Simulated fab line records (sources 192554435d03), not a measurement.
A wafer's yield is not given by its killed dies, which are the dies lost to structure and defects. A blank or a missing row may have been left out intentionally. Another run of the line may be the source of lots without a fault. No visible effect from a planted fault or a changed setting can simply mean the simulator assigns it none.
fab line records | flow n5-finfet
record lots=4 wafers=12 last-day=17
route steps=1938 shown BEOL_M2@921 BEOL_M3@931 BEOL_M4@1111
lots untouched by any fault: they come from a run of this same line in which no faults occurred
start-h: the number of hours between the record's first day and the start of the first shown wafer of the lot | wait-h: hours elapsed since this lot's preceding step | " unchanged from the row above | L1.1+2: a row that stands for several wafers | - no value present, or no start provided | * or withheld: withheld | < > ~ a bound
route shown NAME@n: NAME is a module with steps in the file, n the number in the route of the first one | usual: mean/standard deviation taken from wafers without a fault | same: alike in all rows | chamber/n: place in a boat | sites: per-site readings | _std_site: the standard deviation of these | _edge_site: the outer-site mean with the inner-site mean subtracted | radius-mm: for every site, how far away it sits from the centre of the wafer | mask NAME#n: copy n | behind: the last tool/chamber to shape the wafer | hold: what put the lot on hold/how long, in hours/how the hold closed | device: the transistor (n, p or np) that didn't switch | end of line: the same wafers' tests at the end of the route | a step given without rows: its recipe and nothing more | killed: the dies lost at the first sort to structure and to defects; this is not the yield of the wafer | map: dies across one wafer; x = killed, . = not, _ = none there
set.NAME: the setting the step ran with; set.NAME@STEP: the setting that earlier step ran with | model.NAME: the simulator's own value behind a step, which no gauge read
lots at selected steps of the route; one table per step, one row per wafer
services: a tool's chamber out of use, with start hour (start-h, from the record's first day; less than 0 if before it), hours out, and reason
## steps
# step N5_BEOL_M2_ECD_50
# recipe material=Cu target-thk-a=3000
# step N5_BEOL_M2_ANNEAL_51
# recipe temp-c=225 time-s=90 ambient=N2
# step N5_BEOL_M2_CMP_52
# recipe stop-on=SiOC t-overpolish-s=6.8 down-force-psi=1 platen-rpm=50 clearing-platen-down-force-psi=1.5 clearing-platen-rpm=50 post-cmp-clean=cu-alkaline target-thk-nm=40 clearing-platen-pad-velocity-m-s=0.99484 pad-velocity-m-s=0.99484
# step N5_BEOL_M2_PRE_CLEAN_60
# recipe gas=NH3/H2 time-s=15 temp-c=* rf-power-w=300
# step N5_BEOL_M2_CO_CAP_55
# recipe material=Co target-thk-a=20 temp-c=200 precursor=CCTBA/H2 pressure-torr=30 time-s=102.1
# step N5_BEOL_M2_PRE_CLEAN_56
# recipe gas=NH3 time-s=15 temp-c=withheld rf-power-w=300
# step N5_BEOL_M2_DEP_57
# recipe material=SiCN target-thk-a=80 temp-c=withheld precursor=3MS/NH3 pressure-torr=3 rf-w=202 time-s=14
# step N5_BEOL_M3_ILD_DEP_00
# recipe material=SiOC target-thk-a=790 temp-c=350 precursor=DEMS/O2 pressure-torr=5 rf-w=500 time-s=15.3
# step N5_BEOL_M3_PECVD_72
# recipe material=SiO2 target-thk-a=160 temp-c=400 precursor=TEOS/O2 pressure-torr=5.5 rf-w=450 teos-flow-sccm=53.8 gas=O2 flow-sccm=3000 time-s=18
# usual heater-power-outer-w=438/70 heater-power-w=734/100 rf-fwd-power-W=444.0/2 showerhead-plenum-p-Torr=8.78/0.063 susceptor-temp-C=399.97/0.22 throttle-valve-pct=22.7/0.93
# columns lot.wafer tool chamber start-h wait-h heater-power-outer-w heater-power-w rf-fwd-power-W showerhead-plenum-p-Torr susceptor-temp-C throttle-valve-pct model.SiO2_of_BEOL_M3_PECVD_72.thk-nm
L978.1 pecvd-04 1 180.90 0.0 588 972 445.5 8.73 399.94 23.0 16.2
L978.4 " 0 " " 453 721 444.5 8.80 400.15 22.0 16
L978.6 " 2 " " 412 685 444.7 8.78 400.08 22.9 16.2
L988.2 pecvd-04 1 250.99 0.0 513 819 443.3 8.73 386.91 23.1 17.4
L988.3 " 2 " " 404 672 443.9 8.77 399.99 22.4 16.4
L988.6 " 0 " " 396 631 441.0 8.82 400.10 21.8 16.4
L989.2 pecvd-04 2 251.82 0.0 364 615 444.3 8.75 399.69 22.7 15.8
L989.4 " 1 " " 465 776 442.8 8.73 386.81 23.0 17.4
L989.5 " 0 " " 382 606 443.5 8.81 399.88 21.9 16.2
L994.2 pecvd-02 1 284.27 0.0 433 740 447.2 8.77 399.86 22.4 16
L994.4 " 1 " " 445 744 447.3 8.78 399.99 22.5 16.2
L994.6 " 2 " " 412 743 441.6 8.68 399.92 22.0 16.2
# step N5_BEOL_M3_HM_DEP_02
# recipe material=TiN target-thk-a=200 temp-c=25 chamber-pressure-pa=0.49996
# step N5_BEOL_M3_COAT_61
# recipe resist=SOC temp-c=250 time-s=60 spin-rpm=1500 resist-thk-nm=60
# step N5_BEOL_M3_COAT_62
# recipe resist=SiARC temp-c=220 time-s=60 spin-rpm=1500 resist-thk-nm=12
# step N5_BEOL_M3_COAT_73
# recipe resist=underlayer temp-c=205 time-s=60 spin-rpm=1500 resist-thk-nm=5
# step N5_BEOL_M3_COAT_05
# recipe resist=CAR-EUV spin-rpm=1500 resist-thk-nm=30
# step N5_BEOL_M3_EBR_07
# recipe solvent=PGMEA ebr-width-mm=1.5
# step N5_BEOL_M3_SOFTBAKE_06
# recipe temp-c=110 time-s=60 resist=CAR-EUV
# step N5_BEOL_M3_EXPOSE_08
# recipe mask-id=M3 na=0.33 source-shape=dipole sigma-inner=0.369 sigma-outer=0.767 polarization=unpolarized dose-mj=33
# step N5_BEOL_M3_PEB_09
# recipe peb-temp-c=100 peb-time-s=60 resist=CAR-EUV
# step N5_BEOL_M3_DEVELOP_10
# recipe develop-time-s=30 developer=TMAH resist=CAR-EUV rinse-liquid=surfactant-rinse dry=air-spin dev-temp-c=23
# step N5_BEOL_M3_DESCUM_16
# recipe chemistry=O2 time-s=7 source-power-w=50 bias-power-w=20 pressure-mtorr=20 rf-frequency-hz=2.712e+07 temp-c=40 resist=CAR-EUV o2-flow-sccm=225
# step N5_BEOL_M3_ETCH_74
# recipe chemistry=N2/H2 target=underlayer target-depth-a=65 mask-material=CAR-EUV time-s=5.2 ion-energy-ev=200 pressure-mtorr=30 source-w=840 bias-w=150 n2-flow-sccm=200 h2-flow-sccm=200 ends=cleared
# step N5_BEOL_M3_ETCH_63
# recipe chemistry=CF4 target=SiARC target-depth-a=156 mask-material=CAR-EUV time-s=26 ion-energy-ev=80 pressure-mtorr=40 source-w=545 bias-w=36 Ar_flow_sccm=100 cf4-flow-sccm=100 ends=cleared
# step N5_BEOL_M3_ETCH_64
# recipe chemistry=N2/H2 target=SOC target-depth-a=750 overetch-a=150 mask-material=SiARC temp-c=40 time-s=112.5 ion-energy-ev=200 pressure-mtorr=30 source-w=840 bias-w=150 n2-flow-sccm=200 h2-flow-sccm=200
# step N5_BEOL_M3_STRIP_65
# recipe chemistry=N2/H2 temp-c=40 n2-flow-sccm=200 h2-flow-sccm=200 rf-frequency-hz=6e+07
# step N5_BEOL_M3_STRIP_75
# recipe chemistry=N2/H2 temp-c=40 n2-flow-sccm=200 h2-flow-sccm=200 rf-frequency-hz=6e+07
# step N5_BEOL_M3_STRIP_66
# recipe chemistry=CF4 resist=SiARC power-w=300 bias-power-w=75 pressure-mtorr=50 cf4-flow-sccm=150 rf-frequency-hz=6e+07
# step N5_BEOL_M3_HM_OPEN_17
# recipe chemistry=Cl2/BCl3 target-depth-a=200 overetch-a=60 target=TiN mask-material=SOC ion-energy-ev=150 pressure-mtorr=10 icp-w=1000 bias-w=126 Cl2_flow_sccm=53.25 bcl3-flow-sccm=21.75 Ar_flow_sccm=25
# step N5_BEOL_M3_STRIP_19
# recipe chemistry=O2 power-w=400 temp-c=40 pressure-mtorr=30 rf-frequency-hz=6e+07 bias-power-w=0 overash-fraction=0.2 o2-flow-sccm=225
# step N5_BEOL_M3_COAT_67
# recipe resist=SOC temp-c=250 time-s=60 spin-rpm=1500 resist-thk-nm=60
# step N5_BEOL_M3_COAT_68
# recipe resist=SiARC temp-c=220 time-s=60 spin-rpm=1500 resist-thk-nm=12
# step N5_BEOL_M3_COAT_76
# recipe resist=underlayer temp-c=205 time-s=60 spin-rpm=1500 resist-thk-nm=5
# step N5_BEOL_M3_COAT_22
# recipe resist=CAR-EUV spin-rpm=1500 resist-thk-nm=30
# step N5_BEOL_M3_EBR_24
# recipe solvent=PGMEA ebr-width-mm=1.5
# step N5_BEOL_M3_SOFTBAKE_23
# recipe temp-c=110 time-s=60 resist=CAR-EUV
# step N5_BEOL_M3_HM_STRIP_39
# recipe chemistry=peroxide-tin-strip material=TiN target-depth-a=250 temp-c=50 time-s=158
# columns lot.wafer tool chamber start-h wait-h model.SiO2_of_BEOL_M3_PECVD_72.thk-nm
L978.1+4+6 wet-bench-03 4,3,2 188.86 0.0 16
L988.2 wet-bench-03 5 254.44 0.0 17.2
L988.3+6 " 4,3 " " 16.2
L989.2 wet-bench-05 6 260.53 0.0 15.8
L989.4 " 3 " " 17.4
L989.5 " 4 " " 16
L994.2+6 wet-bench-03 2,7 301.84 0.0 16
L994.4 " 6 " " 16.2
# step N5_BEOL_M4_RC_MEAS_101
# usual DIBL_N=36.1/1.5 DIBL_P=36.1/1.9 IOFF_N=0.159/0.029 IOFF_P=0.21/0.038 ION_N=675/11 ION_P=464/8.1 SS_N=71.5/0.57 SS_P=73.3/0.64 VT_N=249/3.1 VT_P=-250/3.8
# columns lot.wafer tool chamber start-h wait-h DIBL_N[mV/V] DIBL_P[mV/V] IOFF_N[nA/um] IOFF_P[nA/um] ION_N[uA/um] ION_P[uA/um] SS_N[mV/dec] SS_P[mV/dec] VT_N[mV] VT_P[mV]
L978.1 prober-01 0 201.14 0.0 33.2 32.1 0.116 0.15 665 456 70.8 72.6 253 -255
L978.4 " 0 " " 35.0 34.2 0.127 0.17 653 446 70.1 72.8 252 -253
L978.6 " 0 " " 33.6 32.7 0.116 0.15 658 450 70.3 72.0 256 -255
L988.2 prober-01 0 269.68 0.2 38.5 38.9 0.187 0.21 665 456 72.4 73.6 249 -254
L988.3 " 0 " " 36.2 37.3 0.151 0.18 662 446 71.6 72.8 254 -256
L988.6 " 0 " " 37.5 38.5 0.180 0.20 678 460 72.7 73.3 248 -253
L989.2 prober-01 0 274.21 0.2 34.7 36.8 0.152 0.21 679 465 71.5 73.2 249 -249
L989.4 " 0 " " 37.4 40.7 0.218 0.29 696 479 72.7 74.3 245 -247
L989.5 " 0 " " 35.5 37.2 0.162 0.22 684 468 71.3 72.6 248 -247
L994.2 prober-01 0 321.60 0.2 36.2 37.9 0.192 0.27 679 475 71.6 74.0 246 -244
L994.4 " 0 " " 34.7 35.0 0.153 0.21 683 473 71.3 73.3 249 -250
L994.6 " 0 " " 36.2 36.5 0.183 0.23 682 463 71.3 74.1 248 -248
## services
# columns tool chamber start-h hours kind
pecvd-02 1 178.61 2.1 scheduled-down
wet-bench-05 - 188.77 1.9 pm
pecvd-04 0 271.90 10.6 repair
pecvd-02 - 278.99 1.1 repair
pecvd-02 0 297.90 5.5 scheduled-down
## key
first-sign step=N5_BEOL_M3_PECVD_72 reading=susceptor-temp-C direction=down sigmas=59 usual=* struck=*
effect none on later readings
model-effect step=N5_BEOL_M3_PECVD_72 value=SiO2_of_BEOL_M3_PECVD_72.thk-nm without=16.2 struck=17.4
model-effect step=N5_BEOL_M3_HM_STRIP_39 value=SiO2_of_BEOL_M3_PECVD_72.thk-nm without=16 struck=17.3
met-at N5_BEOL_M3_PECVD_72
struck-wafers L988.2,L989.4
onset-between 180.90 250.99
fault kind=process-parameter-drift tool=pecvd-04 chamber=1 onset-h=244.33 steps=N5_BEOL_M3_PECVD_72 channel=temp-c offset=* shape=step end-h=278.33 acts-in=* stated=*
